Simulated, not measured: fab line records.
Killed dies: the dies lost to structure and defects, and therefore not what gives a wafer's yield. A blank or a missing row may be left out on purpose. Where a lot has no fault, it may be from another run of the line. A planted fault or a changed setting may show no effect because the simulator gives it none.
A lot that was struck, set against a sound lot / flow n5 finfet / 36 steps out of a route of 1938
Sound: wafers L131.1, L131.4, L131.6. Struck: wafer L149.4 (left out: L149.1, a lot-mate that was not struck); the cause follows at the end.
For every step that has rows: the tool of each side, followed by ch and its chambers, followed by its first start. Under that, the readings that differ: sound wafers / struck wafers / difference of the means / sigmas: that difference in standard deviations of wafers without a fault.
alike: readings whose means differ by less than 2 such deviations, and words and numbers that are the same on both sides. not compared: withheld readings, readings that some wafer has no value for, bounds like >300 that may hide the same value, and numbers for which the record gives no deviation and whose values overlap.
A row with sigmas, a row that says differs or no value, or rows on one side alone: a step with any of these is where the two part. When numbers do not overlap yet have no deviation, they are printed without sigmas and do not part them. A reading that every wafer of one side lacks parts them only if that side has two wafers or more.

first, 9 steps without rows for these wafers: N5_WELL_APT_DESCUM_30 (chemistry O2, time 7.9 s); N5_WELL_APT_IMPLANT_31; N5_WELL_APT_IMPLANT_32; N5_WELL_APT_STRIP_33 (strips in SPM, time 900 s); N5_WELL_APT_RTA_34 (time 10 s); N5_WELL_APT_OXIDE_STRIP_42 (strips SiO2 in dHF, time 45 s, target depth 12 nm); N5_WELL_APT_PRECLEAN_36 (cleans in O3/DIW, time 45 s); N5_WELL_APT_PRECLEAN_39 (cleans in dHF, time 60 s); N5_WELL_APT_SRD_37 (time 30 s).
N5_WELL_APT_EPI_41: deposits Si from SiH4/H2, target thk 50 nm, time 297.7 s.
  sound on epi rpcvd-01 ch 0, day 1 16:43; struck on epi rpcvd-03 ch 0, day 6 04:18
reading=model.Si_of_WELL_APT_EPI_41.thk nm (nm); sound=49.8 49.4 49.91; struck=54.99; difference=+5.29; sigmas=
  alike: throttle valve pct
then, 24 steps without rows for these wafers: N5_PMOS_HMC_CHANNEL_EPI_HM_DEP_34 (deposits SiO2 from TEOS/O2, target thk 36 nm, time 6.9 s); N5_PMOS_HMC_CHANNEL_EPI_COAT_31 (time 60 s, resist thk 66 nm); N5_PMOS_HMC_CHANNEL_EPI_COAT_03 (resist thk 205 nm); N5_PMOS_HMC_CHANNEL_EPI_EBR_05; N5_PMOS_HMC_CHANNEL_EPI_SOFTBAKE_04 (time 60 s); N5_PMOS_HMC_CHANNEL_EPI_EXPOSE_06 (exposes mask PMOS HMC BLK, target cd 240 nm); N5_PMOS_HMC_CHANNEL_EPI_PEB_07 (peb time 60 s); N5_PMOS_HMC_CHANNEL_EPI_DEVELOP_08 (develop time 30 s); N5_PMOS_HMC_CHANNEL_EPI_DESCUM_14 (chemistry O2, time 7.9 s); N5_PMOS_HMC_CHANNEL_EPI_ETCH_32 (etches BARC in N2/H2, stops on SiO2, target depth 85.8 nm, time 50.3 s); N5_PMOS_HMC_CHANNEL_EPI_HM_OPEN_15 (chemistry CHF3/O2, target SiO2, target depth 40.6 nm, time 20.3 s); N5_PMOS_HMC_CHANNEL_EPI_STRIP_33 (strips in N2/H2); N5_PMOS_HMC_CHANNEL_EPI_STRIP_17 (strips in SPM, time 750 s); N5_PMOS_HMC_CHANNEL_EPI_ETCH_38 (etches SiO2 in CF4, target depth 1.5 nm); N5_PMOS_HMC_CHANNEL_EPI_FIN_RECESS_16 (chemistry HBr/Cl2, target Si, target depth 54 nm, time 18 s); N5_PMOS_HMC_CHANNEL_EPI_PRECLEAN_36 (cleans in O3/DIW, time 45 s); N5_PMOS_HMC_CHANNEL_EPI_PRECLEAN_18 (cleans in DHF, time 30 s); N5_PMOS_HMC_CHANNEL_EPI_SRD_19 (time 30 s); N5_PMOS_HMC_CHANNEL_EPI_EPI_20 (deposits SiGe30, target thk 59 nm); N5_PMOS_HMC_CHANNEL_EPI_HM_STRIP_35 (strips SiO2 in dHF, material SiO2, target depth 39.6 nm, time 216 s); N5_PMOS_HMC_CHANNEL_EPI_SRD_39 (time 30 s); N5_PMOS_HMC_CHANNEL_EPI_CMP_21 (polishes SiGe30, target thk 54 nm); N5_PMOS_HMC_CHANNEL_EPI_PRECLEAN_40 (cleans in DHF, time 30 s); N5_PMOS_HMC_CHANNEL_EPI_PRECLEAN_37 (cleans in O3/DIW, time 45 s).
N5_SD_EPI_N_STRIP_18: strips in SPM, time 750 s.
  sound on wet bench-05 ch 2,3,7, day 3 01:37; struck on wet bench-05 ch 1, day 7 14:55
reading=model.Si_of_WELL_APT_EPI_41.thk nm (nm); sound=7.8 9 7.6; struck=14; difference=+6; sigmas=
-- a jump in the record: the struck wafers' starts before and after are 5 days apart (it breaks off in module SD_EPI_N and resumes in module BEOL_M4, where the first step shown is number 1111 of the route) --
N5_BEOL_M4_RC_MEAS_101:
  sound on prober-01 ch 0, day 8 09:14; struck on prober-02 ch 0, day 12 20:39
reading=CJ_N; sound=4.39 4.25 4.40; struck=3.62; difference=-0.73; sigmas=-6
reading=RS_PWELL (ohm/sq); sound=3039 3034 3049; struck=2886; difference=-155; sigmas=-6
reading=SS_P (mV/dec); sound=74.1 74.5 73.3; struck=72.0; difference=-2.0; sigmas=-2
  alike: DIBL_N, DIBL_P, IOFF_N, IOFF_P, ION_N, ION_P, SS_N, VT_N, VT_P

WHERE THEY PART
N5_BEOL_M4_RC_MEAS_101 only, going by this record.

WHY: what had been put in by the simulator
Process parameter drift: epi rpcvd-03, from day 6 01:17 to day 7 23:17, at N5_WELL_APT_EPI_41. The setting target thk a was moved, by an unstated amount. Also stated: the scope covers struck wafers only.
